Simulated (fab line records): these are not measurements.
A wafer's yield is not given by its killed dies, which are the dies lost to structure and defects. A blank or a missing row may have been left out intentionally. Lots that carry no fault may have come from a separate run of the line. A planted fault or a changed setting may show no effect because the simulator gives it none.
The tool behind it: which one? || flow n5-finfet || 72 wafers from 24 lots sampled at 5 of the route's 1938 steps

== WHAT THE GAUGES READ, wafer by wafer ==
N5_BEOL_M13_OVL_MEAS_29.
{"lot": "L074", "measured": "day 11 13:11", "on": "overlay-02", "M13_OVL (nm)": "3 11 6"}
{"lot": "L076", "measured": "day 12 01:04", "on": "overlay-01", "M13_OVL (nm)": "-2 -6 -7"}
{"lot": "L075", "measured": "day 12 01:38", "on": "overlay-01", "M13_OVL (nm)": "7 2 -5"}
{"lot": "L077", "measured": "day 12 02:29", "on": "overlay-02", "M13_OVL (nm)": "-4 -6 8"}
{"lot": "L080", "measured": "day 12 08:38", "on": "overlay-01", "M13_OVL (nm)": "4 4 2"}
{"lot": "L078", "measured": "day 12 09:13", "on": "overlay-01", "M13_OVL (nm)": "3 3 4"}
{"lot": "L079", "measured": "day 12 09:41", "on": "overlay-01", "M13_OVL (nm)": "0 -6 -3"}
{"lot": "L081", "measured": "day 13 16:02", "on": "overlay-01", "M13_OVL (nm)": "2 -7 2"}
{"lot": "L084", "measured": "day 13 17:22", "on": "overlay-02", "M13_OVL (nm)": "10 12 11"}
{"lot": "L082", "measured": "day 13 22:35", "on": "overlay-02", "M13_OVL (nm)": "-5 0 0"}
{"lot": "L083", "measured": "day 14 01:07", "on": "overlay-02", "M13_OVL (nm)": "-2 -3 -6"}
{"lot": "L086", "measured": "day 15 02:13", "on": "overlay-01", "M13_OVL (nm)": "0 -4 1"}
{"lot": "L087", "measured": "day 15 04:35", "on": "overlay-01", "M13_OVL (nm)": "5 16 9"}
{"lot": "L088", "measured": "day 15 04:47", "on": "overlay-01", "M13_OVL (nm)": "6 5 12"}
{"lot": "L085", "measured": "day 15 07:40", "on": "overlay-01", "M13_OVL (nm)": "1 1 2"}
{"lot": "L090", "measured": "day 15 09:07", "on": "overlay-01", "M13_OVL (nm)": "9 8 -2"}
{"lot": "L089", "measured": "day 15 16:52", "on": "overlay-01", "M13_OVL (nm)": "0 5 13"}
{"lot": "L092", "measured": "day 15 19:03", "on": "overlay-01", "M13_OVL (nm)": "5 7 4"}
{"lot": "L091", "measured": "day 16 03:10", "on": "overlay-01", "M13_OVL (nm)": "-9 -8 -4"}
{"lot": "L094", "measured": "day 16 16:03", "on": "overlay-01", "M13_OVL (nm)": "-2 -7 2"}
{"lot": "L095", "measured": "day 16 17:57", "on": "overlay-02", "M13_OVL (nm)": "7 4 2"}
{"lot": "L093", "measured": "day 16 22:02", "on": "overlay-01", "M13_OVL (nm)": "8 3 5"}
{"lot": "L096", "measured": "day 17 08:03", "on": "overlay-01", "M13_OVL (nm)": "7 0 5"}
{"lot": "L097", "measured": "day 18 01:14", "on": "overlay-01", "M13_OVL (nm)": "-2 -3 0"}

N5_BEOL_M13_INSPECT_55: inspects for defects (darkfield).
{"lot": "L074", "measured": "day 11 17:35", "on": "defect-inspect-02", "raw-defect-count": "116 132 187"}
{"lot": "L076", "measured": "day 12 12:24", "on": "defect-inspect-02", "raw-defect-count": "68 81 93"}
{"lot": "L075", "measured": "day 12 13:44", "on": "defect-inspect-01", "raw-defect-count": "69 72 76"}
{"lot": "L077", "measured": "day 12 16:17", "on": "defect-inspect-02", "raw-defect-count": "55 78 80"}
{"lot": "L080", "measured": "day 12 17:51", "on": "defect-inspect-01", "raw-defect-count": "73 76 35"}
{"lot": "L078", "measured": "day 12 18:23", "on": "defect-inspect-02", "raw-defect-count": "54 61 70"}
{"lot": "L079", "measured": "day 12 19:13", "on": "defect-inspect-01", "raw-defect-count": "37 67 105"}
{"lot": "L081", "measured": "day 13 23:58", "on": "defect-inspect-01", "raw-defect-count": "72 56 64"}
{"lot": "L084", "measured": "day 14 02:35", "on": "defect-inspect-01", "raw-defect-count": "61 41 42"}
{"lot": "L082", "measured": "day 14 03:14", "on": "defect-inspect-01", "raw-defect-count": "63 80 113"}
{"lot": "L083", "measured": "day 14 05:01", "on": "defect-inspect-01", "raw-defect-count": "65 94 64"}
{"lot": "L086", "measured": "day 15 06:45", "on": "defect-inspect-01", "raw-defect-count": "90 75 60"}
{"lot": "L087", "measured": "day 15 08:34", "on": "defect-inspect-02", "raw-defect-count": "44 86 68"}
{"lot": "L088", "measured": "day 15 08:55", "on": "defect-inspect-02", "raw-defect-count": "61 72 55"}
{"lot": "L085", "measured": "day 15 14:47", "on": "defect-inspect-01", "raw-defect-count": "21 80 70"}
{"lot": "L090", "measured": "day 15 14:13", "on": "defect-inspect-02", "raw-defect-count": "31 84 67"}
{"lot": "L089", "measured": "day 15 22:02", "on": "defect-inspect-02", "raw-defect-count": "86 94 142"}
{"lot": "L092", "measured": "day 16 00:07", "on": "defect-inspect-02", "raw-defect-count": "142 114 65"}
{"lot": "L091", "measured": "day 16 11:13", "on": "defect-inspect-01", "raw-defect-count": "39 43 34"}
{"lot": "L094", "measured": "day 16 22:47", "on": "defect-inspect-01", "raw-defect-count": "59 70 40"}
{"lot": "L095", "measured": "day 17 01:32", "on": "defect-inspect-02", "raw-defect-count": "66 101 65"}
{"lot": "L093", "measured": "day 17 02:47", "on": "defect-inspect-01", "raw-defect-count": "63 48 49"}
{"lot": "L096", "measured": "day 17 10:32", "on": "defect-inspect-02", "raw-defect-count": "66 53 75"}
{"lot": "L097", "measured": "day 18 04:02", "on": "defect-inspect-01", "raw-defect-count": "50 55 69"}

== TOOL THAT RAN EACH LOT (tool first, then ch and the chambers of the sampled wafers, then the start) ==
{"lot": "L074", "N5_BEOL_M12_ANNEAL_48": "rtp-anneal-02 ch 0, day 11 10:53", "N5_BEOL_M13_VIA_ETCH_16": "rie-diel-02 ch 0,3, day 11 12:16", "N5_BEOL_M13_SPUTTER_45": "pvd-sputter-02, day 11 16:13"}
{"lot": "L076", "N5_BEOL_M12_ANNEAL_48": "rtp-anneal-01 ch 0, day 11 22:57", "N5_BEOL_M13_VIA_ETCH_16": "rie-diel-03 ch 1,2,3, day 12 00:16", "N5_BEOL_M13_SPUTTER_45": "pvd-sputter-02, day 12 11:22"}
{"lot": "L075", "N5_BEOL_M12_ANNEAL_48": "rtp-anneal-01 ch 0, day 11 23:11", "N5_BEOL_M13_VIA_ETCH_16": "rie-diel-02 ch 1,2, day 12 00:50", "N5_BEOL_M13_SPUTTER_45": "pvd-sputter-01, day 12 12:43"}
{"lot": "L077", "N5_BEOL_M12_ANNEAL_48": "rtp-anneal-01 ch 0, day 12 00:16", "N5_BEOL_M13_VIA_ETCH_16": "rie-diel-02 ch 1,2,3, day 12 01:40", "N5_BEOL_M13_SPUTTER_45": "pvd-sputter-01, day 12 13:31"}
{"lot": "L080", "N5_BEOL_M12_ANNEAL_48": "rtp-anneal-01 ch 0, day 12 06:23", "N5_BEOL_M13_VIA_ETCH_16": "rie-diel-02 ch 1,2,3, day 12 07:50", "N5_BEOL_M13_SPUTTER_45": "pvd-sputter-01, day 12 13:59"}
{"lot": "L078", "N5_BEOL_M12_ANNEAL_48": "rtp-anneal-01 ch 0, day 12 07:01", "N5_BEOL_M13_VIA_ETCH_16": "rie-diel-02 ch 0,1,3, day 12 08:25", "N5_BEOL_M13_SPUTTER_45": "pvd-sputter-03, day 12 14:40"}
{"lot": "L079", "N5_BEOL_M12_ANNEAL_48": "rtp-anneal-02 ch 0, day 12 07:27", "N5_BEOL_M13_VIA_ETCH_16": "rie-diel-04 ch 0,2, day 12 08:53", "N5_BEOL_M13_SPUTTER_45": "pvd-sputter-02, day 12 16:02"}
{"lot": "L081", "N5_BEOL_M12_ANNEAL_48": "rtp-anneal-01 ch 0, day 13 13:43", "N5_BEOL_M13_VIA_ETCH_16": "rie-diel-04 ch 0,1,2, day 13 15:07", "N5_BEOL_M13_SPUTTER_45": "pvd-sputter-03, day 13 22:57"}
{"lot": "L084", "N5_BEOL_M12_ANNEAL_48": "rtp-anneal-01 ch 0, day 13 15:04", "N5_BEOL_M13_VIA_ETCH_16": "rie-diel-02 ch 0,1,3, day 13 16:35", "N5_BEOL_M13_SPUTTER_45": "pvd-sputter-01, day 13 23:36"}
{"lot": "L082", "N5_BEOL_M12_ANNEAL_48": "rtp-anneal-01 ch 0, day 13 20:07", "N5_BEOL_M13_VIA_ETCH_16": "rie-diel-02 ch 1,2, day 13 21:40", "N5_BEOL_M13_SPUTTER_45": "pvd-sputter-01, day 14 01:14"}
{"lot": "L083", "N5_BEOL_M12_ANNEAL_48": "rtp-anneal-01 ch 0, day 13 22:56", "N5_BEOL_M13_VIA_ETCH_16": "rie-diel-04 ch 0,1,3, day 14 00:19", "N5_BEOL_M13_SPUTTER_45": "pvd-sputter-01, day 14 02:29"}
{"lot": "L086", "N5_BEOL_M12_ANNEAL_48": "rtp-anneal-02 ch 0, day 14 23:55", "N5_BEOL_M13_VIA_ETCH_16": "rie-diel-04 ch 0,1, day 15 01:15", "N5_BEOL_M13_SPUTTER_45": "pvd-sputter-01, day 15 05:43"}
{"lot": "L087", "N5_BEOL_M12_ANNEAL_48": "rtp-anneal-02 ch 0, day 15 02:23", "N5_BEOL_M13_VIA_ETCH_16": "rie-diel-03 ch 2,3, day 15 03:45", "N5_BEOL_M13_SPUTTER_45": "pvd-sputter-02, day 15 07:32"}
{"lot": "L088", "N5_BEOL_M12_ANNEAL_48": "rtp-anneal-01 ch 0, day 15 02:29", "N5_BEOL_M13_VIA_ETCH_16": "rie-diel-04 ch 0,1,2, day 15 03:59", "N5_BEOL_M13_SPUTTER_45": "pvd-sputter-02, day 15 07:53"}
{"lot": "L085", "N5_BEOL_M12_ANNEAL_48": "rtp-anneal-01 ch 0, day 15 05:25", "N5_BEOL_M13_VIA_ETCH_16": "rie-diel-04 ch 0,1, day 15 06:51", "N5_BEOL_M13_SPUTTER_45": "pvd-sputter-02, day 15 13:44"}
{"lot": "L090", "N5_BEOL_M12_ANNEAL_48": "rtp-anneal-02 ch 0, day 15 06:47", "N5_BEOL_M13_VIA_ETCH_16": "rie-diel-03 ch 0,1,3, day 15 08:19", "N5_BEOL_M13_SPUTTER_45": "pvd-sputter-01, day 15 13:11"}
{"lot": "L089", "N5_BEOL_M12_ANNEAL_48": "rtp-anneal-01 ch 0, day 15 14:01", "N5_BEOL_M13_VIA_ETCH_16": "rie-diel-04 ch 0,1,2, day 15 16:04", "N5_BEOL_M13_SPUTTER_45": "pvd-sputter-02, day 15 19:50"}
{"lot": "L092", "N5_BEOL_M12_ANNEAL_48": "rtp-anneal-02 ch 0, day 15 16:45", "N5_BEOL_M13_VIA_ETCH_16": "rie-diel-03 ch 1,3, day 15 18:08", "N5_BEOL_M13_SPUTTER_45": "pvd-sputter-01, day 15 20:49"}
{"lot": "L091", "N5_BEOL_M12_ANNEAL_48": "rtp-anneal-01 ch 0, day 16 00:43", "N5_BEOL_M13_VIA_ETCH_16": "rie-diel-04 ch 1,2,3, day 16 02:22", "N5_BEOL_M13_SPUTTER_45": "pvd-sputter-03, day 16 07:55"}
{"lot": "L094", "N5_BEOL_M12_ANNEAL_48": "rtp-anneal-01 ch 0, day 16 13:41", "N5_BEOL_M13_VIA_ETCH_16": "rie-diel-02 ch 0,2, day 16 15:07", "N5_BEOL_M13_SPUTTER_45": "pvd-sputter-02, day 16 18:19"}
{"lot": "L095", "N5_BEOL_M12_ANNEAL_48": "rtp-anneal-01 ch 0, day 16 15:15", "N5_BEOL_M13_VIA_ETCH_16": "rie-diel-03 ch 0,1, day 16 16:39", "N5_BEOL_M13_SPUTTER_45": "pvd-sputter-01, day 16 20:53"}
{"lot": "L093", "N5_BEOL_M12_ANNEAL_48": "rtp-anneal-01 ch 0, day 16 19:36", "N5_BEOL_M13_VIA_ETCH_16": "rie-diel-03 ch 0,2,3, day 16 21:07", "N5_BEOL_M13_SPUTTER_45": "pvd-sputter-01, day 17 00:16"}
{"lot": "L096", "N5_BEOL_M12_ANNEAL_48": "rtp-anneal-02 ch 0, day 17 05:35", "N5_BEOL_M13_VIA_ETCH_16": "rie-diel-02 ch 0,2, day 17 07:14", "N5_BEOL_M13_SPUTTER_45": "pvd-sputter-03, day 17 09:30"}
{"lot": "L097", "N5_BEOL_M12_ANNEAL_48": "rtp-anneal-01 ch 0, day 17 22:46", "N5_BEOL_M13_VIA_ETCH_16": "rie-diel-04 ch 1,2,3, day 18 00:19", "N5_BEOL_M13_SPUTTER_45": "pvd-sputter-02, day 18 02:29"}
- N5_BEOL_M12_ANNEAL_48: time 90 s.
- N5_BEOL_M13_VIA_ETCH_16: etches SiOC in C4F8/O2/Ar, target depth 921.7 nm.
- N5_BEOL_M13_SPUTTER_45: material Cu, target thk 80 nm, time 13.33 s.

== WHAT THE TOOLS THEMSELVES READ (means of the sampled wafers that have a number; where no wafer has one, the mark that the record gives instead) ==
N5_BEOL_M12_ANNEAL_48.
{"lot": "L074", "tool": "rtp-anneal-02", "anneal-temp-c (C)": 225.08, "wafer_temp_C_max": 226.9}
{"lot": "L076", "tool": "rtp-anneal-01", "anneal-temp-c (C)": 225.01, "wafer_temp_C_max": 226.1}
{"lot": "L075", "tool": "rtp-anneal-01", "anneal-temp-c (C)": 224.88, "wafer_temp_C_max": 226.0}
{"lot": "L077", "tool": "rtp-anneal-01", "anneal-temp-c (C)": 224.99, "wafer_temp_C_max": 226.0}
{"lot": "L080", "tool": "rtp-anneal-01", "anneal-temp-c (C)": 224.98, "wafer_temp_C_max": 226.1}
{"lot": "L078", "tool": "rtp-anneal-01", "anneal-temp-c (C)": 224.82, "wafer_temp_C_max": 226.0}
{"lot": "L079", "tool": "rtp-anneal-02", "anneal-temp-c (C)": 224.95, "wafer_temp_C_max": 227.7}
{"lot": "L081", "tool": "rtp-anneal-01", "anneal-temp-c (C)": 225.01, "wafer_temp_C_max": 226.0}
{"lot": "L084", "tool": "rtp-anneal-01", "anneal-temp-c (C)": 225.15, "wafer_temp_C_max": 226.1}
{"lot": "L082", "tool": "rtp-anneal-01", "anneal-temp-c (C)": 225.31, "wafer_temp_C_max": 226.1}
{"lot": "L083", "tool": "rtp-anneal-01", "anneal-temp-c (C)": 225.03, "wafer_temp_C_max": 226.0}
{"lot": "L086", "tool": "rtp-anneal-02", "anneal-temp-c (C)": 225.00, "wafer_temp_C_max": 226.9}
{"lot": "L087", "tool": "rtp-anneal-02", "anneal-temp-c (C)": 225.18, "wafer_temp_C_max": 227.0}
{"lot": "L088", "tool": "rtp-anneal-01", "anneal-temp-c (C)": 225.14, "wafer_temp_C_max": 225.9}
{"lot": "L085", "tool": "rtp-anneal-01", "anneal-temp-c (C)": 224.88, "wafer_temp_C_max": 226.1}
{"lot": "L090", "tool": "rtp-anneal-02", "anneal-temp-c (C)": 224.94, "wafer_temp_C_max": 226.6}
{"lot": "L089", "tool": "rtp-anneal-01", "anneal-temp-c (C)": 225.02, "wafer_temp_C_max": 225.7}
{"lot": "L092", "tool": "rtp-anneal-02", "anneal-temp-c (C)": 225.22, "wafer_temp_C_max": 226.6}
{"lot": "L091", "tool": "rtp-anneal-01", "anneal-temp-c (C)": 224.99, "wafer_temp_C_max": 226.1}
{"lot": "L094", "tool": "rtp-anneal-01", "anneal-temp-c (C)": 224.90, "wafer_temp_C_max": 225.8}
{"lot": "L095", "tool": "rtp-anneal-01", "anneal-temp-c (C)": 225.00, "wafer_temp_C_max": 226.2}
{"lot": "L093", "tool": "rtp-anneal-01", "anneal-temp-c (C)": 224.92, "wafer_temp_C_max": 225.6}
{"lot": "L096", "tool": "rtp-anneal-02", "anneal-temp-c (C)": 225.15, "wafer_temp_C_max": 227.2}
{"lot": "L097", "tool": "rtp-anneal-01", "anneal-temp-c (C)": 224.90, "wafer_temp_C_max": 226.5}

N5_BEOL_M13_VIA_ETCH_16.
{"lot": "L074", "tool": "rie-diel-02", "O2_flow_sccm (sccm)": 7.994, "drypump-motor-current-A (A)": 6.3, "oes-product-au (a.u.)": 0.71, "rf-vpp-V (V)": 664, "showerhead-plenum-p-Torr (Torr)": 3.40, "throttle-valve-pct (%)": 24.2}
{"lot": "L076", "tool": "rie-diel-03", "O2_flow_sccm (sccm)": 7.965, "drypump-motor-current-A (A)": 5.9, "oes-product-au (a.u.)": 0.65, "rf-vpp-V (V)": 665, "showerhead-plenum-p-Torr (Torr)": 3.43, "throttle-valve-pct (%)": 24.1}
{"lot": "L075", "tool": "rie-diel-02", "O2_flow_sccm (sccm)": 7.983, "drypump-motor-current-A (A)": 6.0, "oes-product-au (a.u.)": 0.67, "rf-vpp-V (V)": 668, "showerhead-plenum-p-Torr (Torr)": 3.50, "throttle-valve-pct (%)": 24.3}
{"lot": "L077", "tool": "rie-diel-02", "O2_flow_sccm (sccm)": 8.002, "drypump-motor-current-A (A)": 5.9, "oes-product-au (a.u.)": 0.72, "rf-vpp-V (V)": 666, "showerhead-plenum-p-Torr (Torr)": 3.45, "throttle-valve-pct (%)": 24.2}
{"lot": "L080", "tool": "rie-diel-02", "O2_flow_sccm (sccm)": 7.972, "drypump-motor-current-A (A)": 6.0, "oes-product-au (a.u.)": 0.72, "rf-vpp-V (V)": 666, "showerhead-plenum-p-Torr (Torr)": 3.45, "throttle-valve-pct (%)": 24.1}
{"lot": "L078", "tool": "rie-diel-02", "O2_flow_sccm (sccm)": 8.020, "drypump-motor-current-A (A)": 6.3, "oes-product-au (a.u.)": 0.66, "rf-vpp-V (V)": 666, "showerhead-plenum-p-Torr (Torr)": 3.44, "throttle-valve-pct (%)": 24.3}
{"lot": "L079", "tool": "rie-diel-04", "O2_flow_sccm (sccm)": 7.971, "drypump-motor-current-A (A)": 5.7, "oes-product-au (a.u.)": 0.66, "rf-vpp-V (V)": 660, "showerhead-plenum-p-Torr (Torr)": 3.23, "throttle-valve-pct (%)": 24.0}
{"lot": "L081", "tool": "rie-diel-04", "O2_flow_sccm (sccm)": 8.004, "drypump-motor-current-A (A)": 5.5, "oes-product-au (a.u.)": 0.67, "rf-vpp-V (V)": 662, "showerhead-plenum-p-Torr (Torr)": 3.27, "throttle-valve-pct (%)": 23.9}
{"lot": "L084", "tool": "rie-diel-02", "O2_flow_sccm (sccm)": 8.011, "drypump-motor-current-A (A)": 6.3, "oes-product-au (a.u.)": 0.73, "rf-vpp-V (V)": 667, "showerhead-plenum-p-Torr (Torr)": 3.44, "throttle-valve-pct (%)": 24.2}
{"lot": "L082", "tool": "rie-diel-02", "O2_flow_sccm (sccm)": 7.994, "drypump-motor-current-A (A)": 6.0, "oes-product-au (a.u.)": 0.65, "rf-vpp-V (V)": 668, "showerhead-plenum-p-Torr (Torr)": 3.49, "throttle-valve-pct (%)": 24.3}
{"lot": "L083", "tool": "rie-diel-04", "O2_flow_sccm (sccm)": 7.994, "drypump-motor-current-A (A)": 5.8, "oes-product-au (a.u.)": 0.66, "rf-vpp-V (V)": 662, "showerhead-plenum-p-Torr (Torr)": 3.26, "throttle-valve-pct (%)": 24.0}
{"lot": "L086", "tool": "rie-diel-04", "O2_flow_sccm (sccm)": 8.024, "drypump-motor-current-A (A)": 5.7, "oes-product-au (a.u.)": 0.66, "rf-vpp-V (V)": 660, "showerhead-plenum-p-Torr (Torr)": 3.18, "throttle-valve-pct (%)": 24.0}
{"lot": "L087", "tool": "rie-diel-03", "O2_flow_sccm (sccm)": 7.961, "drypump-motor-current-A (A)": 5.7, "oes-product-au (a.u.)": 0.66, "rf-vpp-V (V)": 664, "showerhead-plenum-p-Torr (Torr)": 3.40, "throttle-valve-pct (%)": 24.2}
{"lot": "L088", "tool": "rie-diel-04", "O2_flow_sccm (sccm)": 8.007, "drypump-motor-current-A (A)": 5.5, "oes-product-au (a.u.)": 0.65, "rf-vpp-V (V)": 661, "showerhead-plenum-p-Torr (Torr)": 3.26, "throttle-valve-pct (%)": 23.9}
{"lot": "L085", "tool": "rie-diel-04", "O2_flow_sccm (sccm)": 7.990, "drypump-motor-current-A (A)": 5.7, "oes-product-au (a.u.)": 0.66, "rf-vpp-V (V)": 659, "showerhead-plenum-p-Torr (Torr)": 3.18, "throttle-valve-pct (%)": 24.0}
{"lot": "L090", "tool": "rie-diel-03", "O2_flow_sccm (sccm)": 8.000, "drypump-motor-current-A (A)": 5.7, "oes-product-au (a.u.)": 0.76, "rf-vpp-V (V)": 665, "showerhead-plenum-p-Torr (Torr)": 3.43, "throttle-valve-pct (%)": 24.0}
{"lot": "L089", "tool": "rie-diel-04", "O2_flow_sccm (sccm)": 8.010, "drypump-motor-current-A (A)": 5.4, "oes-product-au (a.u.)": 0.66, "rf-vpp-V (V)": 662, "showerhead-plenum-p-Torr (Torr)": 3.26, "throttle-valve-pct (%)": 23.9}
{"lot": "L092", "tool": "rie-diel-03", "O2_flow_sccm (sccm)": 7.981, "drypump-motor-current-A (A)": 6.0, "oes-product-au (a.u.)": 0.70, "rf-vpp-V (V)": 666, "showerhead-plenum-p-Torr (Torr)": 3.43, "throttle-valve-pct (%)": 23.9}
{"lot": "L091", "tool": "rie-diel-04", "O2_flow_sccm (sccm)": 8.002, "drypump-motor-current-A (A)": 5.6, "oes-product-au (a.u.)": 0.74, "rf-vpp-V (V)": 664, "showerhead-plenum-p-Torr (Torr)": 3.35, "throttle-valve-pct (%)": 23.9}
{"lot": "L094", "tool": "rie-diel-02", "O2_flow_sccm (sccm)": 8.022, "drypump-motor-current-A (A)": 5.1, "oes-product-au (a.u.)": 0.78, "rf-vpp-V (V)": 667, "showerhead-plenum-p-Torr (Torr)": 3.49, "throttle-valve-pct (%)": 24.4}
{"lot": "L095", "tool": "rie-diel-03", "O2_flow_sccm (sccm)": 8.001, "drypump-motor-current-A (A)": 5.5, "oes-product-au (a.u.)": 0.80, "rf-vpp-V (V)": 664, "showerhead-plenum-p-Torr (Torr)": 3.41, "throttle-valve-pct (%)": 24.1}
{"lot": "L093", "tool": "rie-diel-03", "O2_flow_sccm (sccm)": 8.016, "drypump-motor-current-A (A)": 5.5, "oes-product-au (a.u.)": 0.78, "rf-vpp-V (V)": 663, "showerhead-plenum-p-Torr (Torr)": 3.38, "throttle-valve-pct (%)": 24.2}
{"lot": "L096", "tool": "rie-diel-02", "O2_flow_sccm (sccm)": 8.010, "drypump-motor-current-A (A)": 5.0, "oes-product-au (a.u.)": 0.77, "rf-vpp-V (V)": 668, "showerhead-plenum-p-Torr (Torr)": 3.49, "throttle-valve-pct (%)": 24.4}
{"lot": "L097", "tool": "rie-diel-04", "O2_flow_sccm (sccm)": 8.005, "drypump-motor-current-A (A)": 5.6, "oes-product-au (a.u.)": 0.72, "rf-vpp-V (V)": 664, "showerhead-plenum-p-Torr (Torr)": 3.34, "throttle-valve-pct (%)": 23.9}

N5_BEOL_M13_SPUTTER_45.
{"lot": "L074", "tool": "pvd-sputter-02", "substrate-temp-c (C)": -19.94, "throttle-valve-pct (%)": 29.8}
{"lot": "L076", "tool": "pvd-sputter-02", "substrate-temp-c (C)": -19.99, "throttle-valve-pct (%)": 29.9}
{"lot": "L075", "tool": "pvd-sputter-01", "substrate-temp-c (C)": -19.88, "throttle-valve-pct (%)": 28.7}
{"lot": "L077", "tool": "pvd-sputter-01", "substrate-temp-c (C)": -20.07, "throttle-valve-pct (%)": 29.7}
{"lot": "L080", "tool": "pvd-sputter-01", "substrate-temp-c (C)": -19.98, "throttle-valve-pct (%)": 29.7}
{"lot": "L078", "tool": "pvd-sputter-03", "substrate-temp-c (C)": -19.86, "throttle-valve-pct (%)": 30.8}
{"lot": "L079", "tool": "pvd-sputter-02", "substrate-temp-c (C)": -19.94, "throttle-valve-pct (%)": 29.7}
{"lot": "L081", "tool": "pvd-sputter-03", "substrate-temp-c (C)": -20.04, "throttle-valve-pct (%)": 30.9}
{"lot": "L084", "tool": "pvd-sputter-01", "substrate-temp-c (C)": -20.03, "throttle-valve-pct (%)": 29.6}
{"lot": "L082", "tool": "pvd-sputter-01", "substrate-temp-c (C)": -19.99, "throttle-valve-pct (%)": 29.3}
{"lot": "L083", "tool": "pvd-sputter-01", "substrate-temp-c (C)": -19.86, "throttle-valve-pct (%)": 29.5}
{"lot": "L086", "tool": "pvd-sputter-01", "substrate-temp-c (C)": -19.93, "throttle-valve-pct (%)": 28.8}
{"lot": "L087", "tool": "pvd-sputter-02", "substrate-temp-c (C)": -19.95, "throttle-valve-pct (%)": 29.8}
{"lot": "L088", "tool": "pvd-sputter-02", "substrate-temp-c (C)": -19.96, "throttle-valve-pct (%)": 29.5}
{"lot": "L085", "tool": "pvd-sputter-02", "substrate-temp-c (C)": -19.94, "throttle-valve-pct (%)": 29.3}
{"lot": "L090", "tool": "pvd-sputter-01", "substrate-temp-c (C)": -20.06, "throttle-valve-pct (%)": 29.1}
{"lot": "L089", "tool": "pvd-sputter-02", "substrate-temp-c (C)": -20.02, "throttle-valve-pct (%)": 29.7}
{"lot": "L092", "tool": "pvd-sputter-01", "substrate-temp-c (C)": -19.97, "throttle-valve-pct (%)": 29.4}
{"lot": "L091", "tool": "pvd-sputter-03", "substrate-temp-c (C)": -19.82, "throttle-valve-pct (%)": 31.0}
{"lot": "L094", "tool": "pvd-sputter-02", "substrate-temp-c (C)": -19.89, "throttle-valve-pct (%)": 29.2}
{"lot": "L095", "tool": "pvd-sputter-01", "substrate-temp-c (C)": -19.93, "throttle-valve-pct (%)": 29.3}
{"lot": "L093", "tool": "pvd-sputter-01", "substrate-temp-c (C)": -20.04, "throttle-valve-pct (%)": 29.7}
{"lot": "L096", "tool": "pvd-sputter-03", "substrate-temp-c (C)": -20.10, "throttle-valve-pct (%)": 30.6}
{"lot": "L097", "tool": "pvd-sputter-02", "substrate-temp-c (C)": -19.94, "throttle-valve-pct (%)": 29.1}

== THE ANSWER, worked out from the rows above alone ==
Rule: the usual values come from the lots themselves. The widest of any qualifying gaps counts: lots, ordered by their means at a reading, are off when they make up no more than a third of the lots, leave a main group of 4 or more, and stand apart from it by 3 or more times the standard deviation of that group's means. A main group is skipped when, at the precision printed for the reading in the tables above, its means are all equal. Also off: a lot with no number at a reading for which 4 or more lots have one. Where the step has rows for the other lots, those lots are counted as sound. After the gauges, taken in route order, come the tools' own readings; for these a lot's mean is taken, as printed above. The first step at which some lot is off is used, and at that step the reading that is off furthest; a lot without a number counts as furthest.
Nothing can be told from this: no lot is off at any reading shown.

== WHAT WAS PUT IN BY THE SIMULATOR ==
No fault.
